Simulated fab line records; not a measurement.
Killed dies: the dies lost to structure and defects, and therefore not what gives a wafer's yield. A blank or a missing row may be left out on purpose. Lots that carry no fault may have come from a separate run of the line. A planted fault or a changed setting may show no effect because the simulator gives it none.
fab line records ; flow n5-finfet
record: lots: 9; wafers: 27; last-day: 17
route steps=1938 shown BEOL_M9@1440 BEOL_M10@1470 PASSIVATION@1936
lots untouched by any fault: they come from a run of this same line in which no faults occurred
start-h: the number of hours between the record's first day and the start of the first shown wafer of the lot ; wait-h: time in hours since the lot's previous step ; " identical to the entry in the row above ; L1.1+2: several wafers, shown together as one row ; - no value, or no start given ; * or withheld: withheld ; < > ~ a bound
route shown NAME@n: NAME is a module with steps in the file, n the number in the route of the first one ; usual: average and standard deviation across the fault-free wafers ; same: alike in all rows ; chamber/n: place in a boat ; sites: readings site by site ; _std_site: standard deviation across them ; _edge_site: the outer-site mean with the inner-site mean subtracted ; radius-mm: how far each site lies from the wafer's centre ; mask NAME#n: copy n ; behind: the tool/chamber that last shaped the wafer ; hold: reason for holding the lot/hours on hold/outcome of the hold ; device: whichever transistor did not switch (one of n, p or np) ; end of line: tests run on the same wafers once the route is complete ; a step given without rows: its recipe and nothing more ; killed: at the first sort, the dies lost to defects and structure; wafer yield is something else ; map: per-die view of a wafer (x killed, . not killed, _ where there is no die)
set.NAME: the setting as run; set.NAME@STEP: as run at that earlier step ; model.NAME: the simulator's own value behind a step, which no gauge read
steps of the route over a sample of lots; a table a step, a row a wafer
services: a tool's chamber out of use, with start hour (start-h, from the record's first day; less than 0 if before it), hours out, and reason
== steps ==
step: N5_BEOL_M9_ETCH_66
recipe: chemistry: N2/H2; target: SOC; target-depth-a: 800; overetch-a: 160; mask-material: SiARC; temp-c: 40; time-s: 120; ion-energy-ev: 200; pressure-mtorr: 30; source-w: 840; bias-w: 150; n2-flow-sccm: 200; h2-flow-sccm: 200
usual: drypump-motor-current-A: 5.6/0.44; oes-product-au: 0.58/0.064; rf-vpp-V: 523.3/2.6; showerhead-plenum-p-Torr: 2.52/0.083; throttle-valve-pct: 17.91/0.27
lot.wafer;tool;chamber;start-h;wait-h;drypump-motor-current-A;oes-product-au;rf-hours-counter-h;rf-vpp-V;showerhead-plenum-p-Torr;throttle-valve-pct
L502.3;rie-diel-04;2;203.85;0.0;5.8;0.55;191;526.4;2.63;17.49
L502.4;rie-diel-04;1;203.85;0.0;6.1;0.73;8;522.6;2.50;17.53
L502.6;rie-diel-04;2;203.85;0.0;5.8;0.55;-;526.0;2.63;17.51
L501.3;rie-diel-03;3;204.15;0.0;5.2;0.57;187;526.0;2.63;17.86
L501.5;rie-diel-03;3;204.15;0.0;5.3;0.57;-;525.9;2.62;17.85
L501.6;rie-diel-03;0;204.15;0.0;5.7;0.56;-;526.6;2.66;18.12
L511.3;rie-diel-04;1;271.18;0.0;6.1;0.69;29;522.5;2.49;17.57
L511.4;rie-diel-04;0;271.18;0.0;4.7;0.51;-;519.1;2.41;18.22
L511.6;rie-diel-04;2;271.18;0.0;5.7;0.54;-;526.0;2.62;17.54
L513.2;rie-diel-03;1;271.66;0.0;5.7;0.56;210;522.9;2.51;18.02
L513.3;rie-diel-03;2;271.66;0.0;5.5;0.55;197;520.3;2.42;18.11
L513.5;rie-diel-03;2;271.66;0.0;5.5;0.56;-;520.3;2.42;18.12
L512.2;rie-diel-04;3;275.74;0.0;5.9;0.53;246;523.9;2.50;18.24
L512.4;rie-diel-04;2;275.74;0.0;5.8;0.54;214;527.0;2.62;17.54
L512.5;rie-diel-04;3;275.74;0.0;5.9;0.54;-;523.0;2.50;18.24
L517.2;rie-diel-01;3;299.42;0.0;5.8;0.54;216;519.5;2.42;17.87
L517.5;rie-diel-01;2;299.42;0.0;6.3;0.54;-;522.6;2.52;18.06
L517.6;rie-diel-01;1;299.42;0.0;6.0;0.63;-;525.0;2.56;17.42
L520.2;rie-diel-01;2;324.00;0.0;6.2;0.54;212;523.0;2.52;18.09
L520.4;rie-diel-01;0;324.00;0.0;5.3;0.68;35;524.2;2.58;17.79
L520.5;rie-diel-01;3;324.00;0.0;5.8;0.54;-;519.9;2.42;17.87
L523.2;rie-diel-01;0;340.49;0.0;5.3;0.67;41;525.3;2.58;17.81
L523.4;rie-diel-01;2;340.49;0.0;6.3;0.54;219;521.5;2.52;18.10
L523.5;rie-diel-01;1;340.49;0.0;6.0;0.63;-;523.9;2.55;17.45
L524.1;rie-diel-01;1;341.78;0.0;6.0;0.62;83;524.2;2.55;17.45
L524.3;rie-diel-01;3;341.78;0.0;5.8;0.53;229;519.4;2.41;17.88
L524.5;rie-diel-01;1;341.78;0.0;6.0;0.62;-;524.6;2.55;17.45
step: N5_BEOL_M9_CMP_52
recipe: stop-on: SiCOH_lowk; t-overpolish-s: 7; down-force-psi: 1; platen-rpm: 50; clearing-platen-down-force-psi: 1.5; clearing-platen-rpm: 50; post-cmp-clean: cu-alkaline; target-thk-nm: 140; clearing-platen-pad-velocity-m-s: 0.99484; pad-velocity-m-s: 0.99484
usual: barrier-field-endpoint-s: 28.7/0.63; motor-current-A: 6.3/0.64; overpolish-run-s: 7.000/0.0097; time-to-endpoint-s: 66/3.1
lot.wafer;tool;chamber;start-h;wait-h;barrier-field-endpoint-s;motor-current-A;overpolish-run-s;time-to-endpoint-s
L502.3;cmp-03;0;206.39;0.2;28.5;6.6;6.987;62
L502.4;cmp-03;1;206.39;0.2;28.4;7.2;7.004;63
L502.6;cmp-03;3;206.39;0.2;29.0;6.3;7.025;66
L501.3;cmp-04;2;206.84;0.4;28.9;6.0;7.007;70
L501.5;cmp-04;3;206.84;0.4;28.1;7.2;7.004;64
L501.6;cmp-04;0;206.84;0.4;29.8;7.2;6.998;67
L511.4;cmp-04;2;274.05;0.2;28.6;6.0;6.983;66
L511.3;cmp-04;0;274.05;0.2;28.9;6.9;6.988;67
L511.6;cmp-04;1;274.05;0.2;28.0;5.4;7.006;64
L513.2;cmp-03;0;274.28;0.2;28.6;6.4;7.018;66
L513.3;cmp-03;1;274.28;0.2;28.1;7.3;6.995;66
L513.5;cmp-03;0;274.28;0.2;28.4;6.2;6.993;67
L512.2;cmp-02;3;278.48;0.2;28.4;5.4;6.990;61
L512.4;cmp-02;1;278.48;0.2;30.7;6.3;7.002;69
L512.5;cmp-02;3;278.48;0.2;28.6;5.6;7.008;65
L517.2;cmp-02;1;301.93;0.2;28.7;6.6;6.987;67
L517.5;cmp-02;1;301.93;0.2;29.4;6.7;7.001;68
L517.6;cmp-02;2;301.93;0.2;29.6;6.6;7.014;70
L520.2;cmp-03;1;326.54;0.2;28.6;7.4;7.005;66
L520.4;cmp-03;3;326.54;0.2;28.7;6.2;6.994;64
L520.5;cmp-03;1;326.54;0.2;28.0;7.2;7.001;64
L523.2;cmp-02;1;343.31;0.2;29.5;6.5;7.019;71
L523.4;cmp-02;3;343.31;0.2;29.5;5.6;7.016;65
L523.5;cmp-02;1;343.31;0.2;29.8;6.2;6.995;71
L524.1;cmp-04;3;345.27;0.3;28.1;7.2;7.012;60
L524.3;cmp-04;0;345.27;0.3;28.0;6.8;7.017;65
L524.5;cmp-04;0;345.27;0.3;28.8;7.0;7.011;63
step: N5_BEOL_M9_DEP_56
recipe: material: SiCN; target-thk-a: 150; temp-c: withheld; precursor: 3MS/NH3; pressure-torr: 3; rf-w: 202; time-s: 26.5
usual: showerhead-plenum-p-Torr: 3.660/0.0076; showerhead-vpp-V: 870/29; throttle-valve-pct: 9.0/0.46
lot.wafer;tool;chamber;start-h;wait-h;showerhead-plenum-p-Torr;showerhead-vpp-V;throttle-valve-pct
L502.3;pecvd-03;0;206.71;0.0;3.654;834;9.1
L502.4;pecvd-03;0;206.71;0.0;3.664;826;8.8
L502.6;pecvd-03;2;206.71;0.0;3.660;895;9.0
L501.3;pecvd-03;2;207.09;0.0;3.664;892;9.2
L501.5;pecvd-03;1;207.09;0.0;3.655;905;8.4
L501.6;pecvd-03;2;207.09;0.0;3.662;913;8.9
L511.3;pecvd-02;2;274.37;0.0;3.653;881;8.2
L511.4;pecvd-02;1;274.37;0.0;3.666;869;9.4
L511.6;pecvd-02;2;274.37;0.0;3.652;867;7.9
L513.2;pecvd-04;1;274.65;0.0;3.666;823;9.3
L513.3;pecvd-04;2;274.65;0.0;3.670;880;8.9
L513.5;pecvd-04;2;274.65;0.0;3.660;905;8.9
L512.2;pecvd-02;2;278.80;0.0;3.660;855;8.3
L512.4;pecvd-02;0;278.80;0.0;3.659;887;8.9
L512.5;pecvd-02;1;278.80;0.0;3.670;877;9.6
L517.2;pecvd-03;1;302.28;0.0;3.653;892;8.5
L517.5;pecvd-03;2;302.28;0.0;3.663;913;9.1
L517.6;pecvd-03;0;302.28;0.0;3.665;820;8.9
L520.2;pecvd-03;0;326.86;0.0;3.660;837;8.8
L520.4;pecvd-03;1;326.86;0.0;3.657;902;8.4
L520.5;pecvd-03;2;326.86;0.0;3.660;906;9.1
L523.2;pecvd-02;2;343.64;0.0;3.651;854;8.3
L523.4;pecvd-02;2;343.64;0.0;3.665;869;8.5
L523.5;pecvd-02;2;343.64;0.0;3.666;866;8.3
L524.1;pecvd-04;2;345.63;0.0;3.669;880;8.9
L524.3;pecvd-04;0;345.63;0.0;3.659;869;9.3
L524.5;pecvd-04;2;345.63;0.0;3.667;917;9.0
step: N5_BEOL_M9_INSPECT_58
recipe: inspect-instrument: darkfield; mode: post-dep
usual: raw-defect-count: 74/19
lot.wafer;tool;chamber;start-h;wait-h;raw-defect-count
L502.3;defect-inspect-01;-;206.81;0.0;57
L502.4;defect-inspect-01;-;206.81;0.0;81
L502.6;defect-inspect-01;-;206.81;0.0;64
L501.3;defect-inspect-01;-;207.19;0.0;68
L501.5;defect-inspect-01;-;207.19;0.0;59
L501.6;defect-inspect-01;-;207.19;0.0;77
L511.3;defect-inspect-01;-;274.47;0.0;926
L511.4;defect-inspect-01;-;274.47;0.0;938
L511.6;defect-inspect-01;-;274.47;0.0;986
L513.2;defect-inspect-01;-;274.77;0.0;65
L513.3;defect-inspect-01;-;274.77;0.0;93
L513.5;defect-inspect-01;-;274.77;0.0;72
L512.2;defect-inspect-01;-;278.90;0.0;957
L512.4;defect-inspect-01;-;278.90;0.0;957
L512.5;defect-inspect-01;-;278.90;0.0;965
L517.2;defect-inspect-01;-;302.38;0.0;76
L517.5;defect-inspect-01;-;302.38;0.0;83
L517.6;defect-inspect-01;-;302.38;0.0;45
L520.2;defect-inspect-02;-;326.96;0.0;84
L520.4;defect-inspect-02;-;326.96;0.0;114
L520.5;defect-inspect-02;-;326.96;0.0;74
L523.2;defect-inspect-01;-;343.76;0.0;67
L523.4;defect-inspect-01;-;343.76;0.0;62
L523.5;defect-inspect-01;-;343.76;0.0;87
L524.1;defect-inspect-02;-;345.73;0.0;106
L524.3;defect-inspect-02;-;345.73;0.0;106
L524.5;defect-inspect-02;-;345.73;0.0;81
step: N5_BEOL_M10_ILD_DEP_00
recipe: material: SiCOH_lowk; target-thk-a: 3085.1; temp-c: 300; precursor: DEMS/porogen; pressure-torr: 5; rf-w: 500; time-s: 58
usual: heater-power-outer-w: 141/30; heater-power-w: 312/50; showerhead-plenum-p-Torr: 5.732/0.011; showerhead-vpp-V: 1376/51; throttle-valve-pct: 13.6/1.1
lot.wafer;tool;chamber;start-h;wait-h;heater-power-outer-w;heater-power-w;showerhead-plenum-p-Torr;showerhead-vpp-V;throttle-valve-pct
L502.3;pecvd-01;0;206.87;0.1;144;346;5.730;1363;12.7
L502.4;pecvd-01;1;206.87;0.1;145;335;5.715;1444;16.0
L502.6;pecvd-01;1;206.87;0.1;142;342;5.724;1423;15.7
L501.3;pecvd-01;0;207.25;0.1;135;322;5.722;1377;12.9
L501.5;pecvd-01;1;207.25;0.1;106;282;5.736;1439;15.6
L501.6;pecvd-01;0;207.25;0.1;140;337;5.716;1403;12.7
L511.3;pecvd-02;1;274.51;0.0;140;308;5.722;1364;14.3
L511.4;pecvd-02;0;274.51;0.0;128;295;5.726;1406;14.0
L511.6;pecvd-02;2;274.51;0.0;98;234;5.731;1358;13.0
L513.2;pecvd-01;1;274.81;0.0;96;267;5.728;1437;15.8
L513.3;pecvd-01;2;274.81;0.0;178;394;5.749;1253;12.1
L513.5;pecvd-01;2;274.81;0.0;180;401;5.739;1285;12.5
L512.2;pecvd-03;1;278.93;0.0;194;387;5.744;1424;12.9
L512.4;pecvd-03;0;278.93;0.0;188;353;5.737;1302;13.4
L512.5;pecvd-03;2;278.93;0.0;119;236;5.741;1392;14.0
L517.2;pecvd-03;1;302.42;0.0;158;334;5.715;1394;12.6
L517.5;pecvd-03;1;302.42;0.0;158;346;5.719;1430;12.6
L517.6;pecvd-03;2;302.42;0.0;119;242;5.720;1409;14.3
L520.2;pecvd-02;0;326.99;0.0;108;269;5.728;1401;13.8
L520.4;pecvd-02;2;326.99;0.0;106;251;5.742;1373;12.8
L520.5;pecvd-02;1;326.99;0.0;102;268;5.723;1372;14.5
L523.2;pecvd-03;1;343.80;0.0;168;357;5.706;1402;13.2
L523.4;pecvd-03;1;343.80;0.0;174;366;5.723;1411;12.6
L523.5;pecvd-03;2;343.80;0.0;90;203;5.745;1400;14.1
L524.1;pecvd-01;1;345.77;0.0;117;306;5.725;1424;16.0
L524.3;pecvd-01;2;345.77;0.0;159;362;5.752;1283;12.2
L524.5;pecvd-01;2;345.77;0.0;162;371;5.758;1293;12.2
step: N5_BEOL_M10_INSPECT_13
recipe: mode: adi; inspect-instrument: brightfield
usual: raw-defect-count: 442/90
lot.wafer;tool;chamber;start-h;wait-h;raw-defect-count
L502.3;defect-inspect-02;-;209.13;0.0;314
L502.4;defect-inspect-02;-;209.13;0.0;364
L502.6;defect-inspect-02;-;209.13;0.0;310
L501.3;defect-inspect-01;-;209.45;0.0;434
L501.5;defect-inspect-01;-;209.45;0.0;421
L501.6;defect-inspect-01;-;209.45;0.0;385
L511.3;defect-inspect-01;-;276.55;0.0;1291
L511.4;defect-inspect-01;-;276.55;0.0;1258
L511.6;defect-inspect-01;-;276.55;0.0;1295
L513.2;defect-inspect-01;-;277.33;0.0;342
L513.3;defect-inspect-01;-;277.33;0.0;419
L513.5;defect-inspect-01;-;277.33;0.0;384
L512.2;defect-inspect-02;-;282.66;0.0;1210
L512.4;defect-inspect-02;-;282.66;0.0;1228
L512.5;defect-inspect-02;-;282.66;0.0;1208
L517.2;defect-inspect-01;-;304.88;0.0;356
L517.5;defect-inspect-01;-;304.88;0.0;402
L517.6;defect-inspect-01;-;304.88;0.0;336
L520.2;defect-inspect-02;-;328.11;0.0;446
L520.4;defect-inspect-02;-;328.11;0.0;529
L520.5;defect-inspect-02;-;328.11;0.0;571
L523.2;defect-inspect-01;-;346.26;0.0;368
L523.4;defect-inspect-01;-;346.26;0.0;534
L523.5;defect-inspect-01;-;346.26;0.0;530
L524.1;defect-inspect-02;-;347.30;0.0;592
L524.3;defect-inspect-02;-;347.30;0.0;408
L524.5;defect-inspect-02;-;347.30;0.0;533
step: N5_BEOL_M10_INSPECT_30
recipe: mode: adi; inspect-instrument: brightfield
usual: raw-defect-count: 442/88
lot.wafer;tool;chamber;start-h;wait-h;raw-defect-count
L502.3;defect-inspect-01;-;210.40;0.0;329
L502.4;defect-inspect-01;-;210.40;0.0;359
L502.6;defect-inspect-01;-;210.40;0.0;325
L501.3;defect-inspect-02;-;210.55;0.0;397
L501.5;defect-inspect-02;-;210.55;0.0;373
L501.6;defect-inspect-02;-;210.55;0.0;396
L511.3;defect-inspect-02;-;277.74;0.0;1301
L511.4;defect-inspect-02;-;277.74;0.0;1228
L511.6;defect-inspect-02;-;277.74;0.0;1270
L513.2;defect-inspect-01;-;278.68;0.0;341
L513.3;defect-inspect-01;-;278.68;0.0;398
L513.5;defect-inspect-01;-;278.68;0.0;373
L512.2;defect-inspect-01;-;284.08;0.0;1276
L512.4;defect-inspect-01;-;284.08;0.0;1236
L512.5;defect-inspect-01;-;284.08;0.0;1242
L517.2;defect-inspect-01;-;306.49;0.0;353
L517.5;defect-inspect-01;-;306.49;0.0;419
L517.6;defect-inspect-01;-;306.49;0.0;332
L520.2;defect-inspect-02;-;328.93;0.0;457
L520.4;defect-inspect-02;-;328.93;0.0;521
L520.5;defect-inspect-02;-;328.93;0.0;619
L523.2;defect-inspect-02;-;347.57;0.0;347
L523.4;defect-inspect-02;-;347.57;0.0;463
L523.5;defect-inspect-02;-;347.57;0.0;501
L524.1;defect-inspect-01;-;348.31;0.0;655
L524.3;defect-inspect-01;-;348.31;0.0;408
L524.5;defect-inspect-01;-;348.31;0.0;574
step: N5_PASSIVATION_PROBE_49
usual: defect-limited-yield: 90.9/1.5; killed_at_M0_to_M3: 36/9.9; killed_at_M4_up: 13/4.5; killed-at-contacts: 13/6.4; killed-at-front-end: 42/12; killed-at-other: 3.4/3; killed-dies: 107/18; killed-on-rim: 14/4.3; killed-open: 69/13; killed-short: 35/8.2; sort_bin_5_function: 5.3/1.1; sort_bin_6_memory: 3.4/0.69; sort-n-pass: 1073/18; sort-yield-pct: 90.9/1.5
same: gross-dies: 1180; killed-at-back-side: 0; sort_bin_4_leakage[%]: 0; sort_bin_8_speed[%]: 0
lot.wafer;tool;chamber;start-h;wait-h;defect-limited-yield[%];killed_at_M0_to_M3;killed_at_M4_up;killed-at-contacts;killed-at-front-end;killed-at-other;killed-dies;killed-on-rim;killed-open;killed-short;sort_bin_5_function[%];sort_bin_6_memory[%];sort-n-pass;sort-yield-pct[%]
L502.3;prober-01;-;258.70;0.1;92.0;44;7;9;31;3;94;9;58;34;4.6;3.1;1086;92.0
L502.4;prober-01;-;258.75;0.2;89.8;48;9;24;37;2;120;15;79;39;5.8;3.9;1060;89.8
L502.6;prober-01;-;258.85;0.3;91.2;38;19;12;33;2;104;8;67;37;4.8;3.5;1076;91.2
L513.2;prober-01;-;331.63;0.1;90.2;42;26;8;38;2;116;14;82;33;5.7;3.6;1064;90.2
L513.3;prober-01;-;331.68;0.1;92.1;26;24;9;33;1;93;10;67;25;5.1;2.6;1087;92.1
L513.5;prober-01;-;331.78;0.2;90.1;38;16;11;51;1;117;16;66;41;5.8;3.1;1063;90.1
L511.3;prober-02;-;331.68;0.1;85.8;21;94;13;39;1;168;34;58;25;8.8;3.0;1012;85.8
L511.4;prober-02;-;331.73;0.2;80.5;22;151;3;52;2;230;22;59;30;12.4;4.1;950;80.5
L511.6;prober-02;-;331.83;0.3;81.7;43;95;8;67;3;216;31;87;49;11.2;4.6;964;81.7
L512.2;prober-01;-;333.62;0.1;86.1;32;91;8;32;1;164;26;50;33;7.5;3.9;1016;86.1
L512.4;prober-01;-;333.72;0.2;83.6;41;123;3;24;2;193;26;53;26;10.0;3.7;987;83.6
L512.5;prober-01;-;333.77;0.2;80.6;25;147;11;44;2;229;22;49;35;11.2;4.9;951;80.6
L520.2;prober-01;-;376.86;0.8;91.1;31;10;15;46;3;105;12;73;28;4.8;3.8;1075;91.1
L520.4;prober-01;-;376.96;0.9;90.8;31;14;6;53;4;108;14;66;41;4.9;3.6;1072;90.8
L520.5;prober-01;-;377.01;1.0;87.7;40;14;18;72;1;145;20;102;41;7.8;4.0;1035;87.7
L523.2;prober-02;-;394.99;0.1;91.9;29;9;22;35;1;96;8;62;31;4.6;3.2;1084;91.9
L523.4;prober-02;-;395.09;0.2;89.5;48;9;16;45;6;124;15;84;39;6.2;4.1;1056;89.5
L523.5;prober-02;-;395.14;0.2;91.4;36;6;26;31;3;102;13;68;31;5.3;3.1;1078;91.4
killed by level:class
L502.3 BEOL_M0_SAQP:geometric-particle:short=12 BEOL_M0_SAQP:geometric-particle:open=11 MOL_CONTACT_COAG:geometric-particle:open=9 FIN_SAQP:geometric-particle:short=8 FIN_SAQP:geometric-particle:open=8 BEOL_M1:geometric-particle:open=7 BEOL_M2:geometric-particle:open=5 STI_FIN_REVEAL:geometric-particle:open=4
L502.4 MOL_CONTACT_COAG:geometric-particle:open=19 BEOL_M0_SAQP:geometric-particle:short=16 BEOL_M0_SAQP:geometric-particle:open=14 STI_FIN_REVEAL:geometric-particle:open=9 FIN_SAQP:geometric-particle:open=7 BEOL_M2:geometric-particle:open=7 STARTING-WAFER:geometric-particle:short=6 FIN_SAQP:geometric-particle:short=5
L502.6 BEOL_M0_SAQP:geometric-particle:short=15 MOL_CONTACT_COAG:geometric-particle:open=10 BEOL_M0_SAQP:geometric-particle:open=9 FIN_SAQP:geometric-particle:short=8 FIN_SAQP:geometric-particle:open=7 STI_FIN_REVEAL:geometric-particle:open=6 BEOL_M1:geometric-particle:open=6 BEOL_M4:geometric-particle:open=4
L513.2 BEOL_M4:geometric-particle:open=17 BEOL_M1:geometric-particle:open=9 BEOL_M3:geometric-particle:open=9 FIN_SAQP:geometric-particle:open=8 MOL_CONTACT_COAG:geometric-particle:open=7 FIN_SAQP:geometric-particle:short=5 BEOL_M0:geometric-particle:open=5 BEOL_M2:geometric-particle:open=5
L511.3 BEOL_M9:unspecified=80 MOL_CONTACT_COAG:geometric-particle:open=11 FIN_SAQP:geometric-particle:open=10 BEOL_M3:geometric-particle:open=8 GATE_CUT:geometric-particle:short=5 BEOL_M4:geometric-particle:open=5 DUMMY_GATE:geometric-particle:short=4 DUMMY_GATE:geometric-particle:open=4
L513.3 BEOL_M4:geometric-particle:open=15 FIN_SAQP:geometric-particle:open=10 BEOL_M1:geometric-particle:open=8 DUMMY_GATE:geometric-particle:open=7 MOL_CONTACT_COAG:geometric-particle:open=7 BEOL_M3:geometric-particle:open=7 FIN_SAQP:geometric-particle:short=5 BEOL_M0_SAQP:geometric-particle:open=5
L511.4 BEOL_M9:unspecified=139 FIN_SAQP:geometric-particle:open=19 FIN_SAQP:geometric-particle:short=16 BEOL_M1:geometric-particle:open=9 BEOL_M2:geometric-particle:open=5 DUMMY_GATE:geometric-particle:open=4 GATE_CUT:geometric-particle:short=4 BEOL_M4:geometric-particle:open=4
L513.5 MOL_CONTACT_COAG:geometric-particle:open=10 FIN_SAQP:geometric-particle:open=9 BEOL_M2:geometric-particle:open=9 HKMG_FIN:area-etch=8 FIN_SAQP:geometric-particle:short=7 ILD0:geometric-particle:short=7 GATE_CUT:geometric-particle:short=7 BEOL_M3:geometric-particle:open=7
L511.6 BEOL_M9:unspecified=76 BEOL_M3:geometric-particle:open=15 FIN_SAQP:geometric-particle:open=14 FIN_SAQP:geometric-particle:short=9 DUMMY_GATE:geometric-particle:open=8 BEOL_M0_SAQP:geometric-particle:short=7 BEOL_M1:geometric-particle:open=7 GATE_CUT:geometric-particle:short=7
L512.2 BEOL_M9:unspecified=74 BEOL_M0_SAQP:geometric-particle:short=12 BEOL_M1:geometric-particle:open=10 MOL_CONTACT_COAG:geometric-particle:open=7 DUMMY_GATE:geometric-particle:open=6 FIN_SAQP:geometric-particle:open=4 STI_FIN_REVEAL:geometric-particle:open=4 DUMMY_GATE:geometric-particle:short=4
L512.4 BEOL_M9:unspecified=114 BEOL_M1:geometric-particle:open=11 FIN_SAQP:geometric-particle:open=10 BEOL_M0_SAQP:geometric-particle:short=8 FIN_SAQP:geometric-particle:short=6 BEOL_M0_SAQP:geometric-particle:open=6 BEOL_M2:geometric-particle:open=6 BEOL_M3:geometric-particle:open=6
L512.5 BEOL_M9:unspecified=144 FIN_SAQP:geometric-particle:short=12 MOL_CONTACT_COAG:geometric-particle:open=8 BEOL_M0_SAQP:geometric-particle:open=8 STI_FIN_REVEAL:geometric-particle:open=7 DUMMY_GATE:geometric-particle:open=7 BEOL_M0_SAQP:geometric-particle:short=7 BEOL_M1:geometric-particle:open=6
L520.2 BEOL_M1:geometric-particle:open=15 FIN_SAQP:geometric-particle:open=14 MOL_CONTACT_COAG:geometric-particle:open=11 FIN_SAQP:geometric-particle:short=8 STI_FIN_REVEAL:geometric-particle:open=8 GATE_CUT:geometric-particle:short=6 BEOL_M2:geometric-particle:open=6 BEOL_M4:geometric-particle:open=6
L520.4 FIN_SAQP:geometric-particle:short=13 FIN_SAQP:geometric-particle:open=9 STI_FIN_REVEAL:geometric-particle:open=9 BEOL_M4:geometric-particle:open=9 BEOL_M1:geometric-particle:open=7 GATE_CUT:geometric-particle:short=6 MOL_CONTACT_COAG:geometric-particle:open=6 DUMMY_GATE:geometric-particle:open=5
L520.5 STI_FIN_REVEAL:geometric-particle:open=24 FIN_SAQP:geometric-particle:short=14 FIN_SAQP:geometric-particle:open=13 MOL_CONTACT_COAG:geometric-particle:open=13 BEOL_M3:geometric-particle:open=10 BEOL_M1:geometric-particle:open=9 GATE_CUT:geometric-particle:open=7 BEOL_M4:geometric-particle:open=6
L523.2 MOL_CONTACT_COAG:geometric-particle:open=15 FIN_SAQP:geometric-particle:open=9 FIN_SAQP:geometric-particle:short=9 BEOL_M1:geometric-particle:open=9 DUMMY_GATE:geometric-particle:open=8 MOL_CONTACT_COAG:geometric-particle:short=7 BEOL_M3:geometric-particle:open=5 BEOL_M0_SAQP:geometric-particle:short=4
L523.4 BEOL_M3:geometric-particle:open=20 FIN_SAQP:geometric-particle:open=16 MOL_CONTACT_COAG:geometric-particle:open=13 FIN_SAQP:geometric-particle:short=10 BEOL_M0_SAQP:geometric-particle:open=7 BEOL_M0_SAQP:geometric-particle:short=6 BEOL_M2:geometric-particle:open=5 ILD0:geometric-particle:short=4
L523.5 MOL_CONTACT_COAG:geometric-particle:open=23 BEOL_M0_SAQP:geometric-particle:open=11 BEOL_M2:geometric-particle:open=7 GATE_CUT:geometric-particle:short=6 FIN_SAQP:geometric-particle:short=4 FIN_SAQP:geometric-particle:open=4 STARTING-WAFER:geometric-particle:open=4 STARTING-WAFER:geometric-particle:short=4
== services ==
tool;chamber;start-h;hours;kind
cmp-04;-;192.23;4.0;pm
pecvd-02;0;192.85;6.5;repair
pecvd-01;-;195.58;6.0;pm
cmp-03;-;196.27;4.3;pm
rie-diel-01;1;203.57;15.6;repair
cmp-03;-;222.71;2.0;repair
cmp-04;-;223.82;2.0;repair
pecvd-03;2;228.10;7.4;repair
pecvd-02;0;238.79;12.3;repair
rie-diel-04;0;241.77;2.9;repair
cmp-03;-;249.92;4.0;pm
cmp-04;-;254.89;5.3;pm
rie-diel-04;3;266.66;7.7;repair
cmp-03;-;269.87;0.8;repair
pecvd-01;0;276.77;4.4;repair
cmp-03;-;277.03;0.6;repair
cmp-03;-;290.48;0.4;repair
pecvd-03;-;305.30;1.0;repair
rie-diel-01;3;312.30;7.9;repair
rie-diel-01;0;314.42;5.3;repair
cmp-03;-;318.91;0.3;repair
pecvd-03;-;330.53;1.1;repair
rie-diel-01;0;332.02;2.5;repair
pecvd-02;0;342.26;4.8;repair
== key ==
first-sign: step: N5_BEOL_M9_INSPECT_58; reading: raw-defect-count; direction: up; sigmas: 45; usual: 74; struck: 955
effect: step: N5_BEOL_M10_INSPECT_13; reading: raw-defect-count; direction: up; sigmas: 9; usual: 442; struck: 1248
effect: step: N5_BEOL_M10_INSPECT_30; reading: raw-defect-count; direction: up; sigmas: 9.3; usual: 442; struck: 1259
effect: step: N5_PASSIVATION_PROBE_49; reading: killed_at_M4_up; direction: up; sigmas: 23; usual: 13; struck: 117
more-kills-born-at: N5_BEOL_M9_DEP_56@pecvd-02: 627
met-at N5_BEOL_M9_DEP_56
struck-lots L511,L512
not-acting-at N5_BEOL_M9_ETCH_66,N5_BEOL_M9_CMP_52,N5_BEOL_M10_ILD_DEP_00
fault: kind: chamber-particle-source; tool: pecvd-02; chamber: -; onset-h: 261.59; steps: N5_BEOL_M9_DEP_56; rate-per-visit-cm2: 1.3582; end-h: 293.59
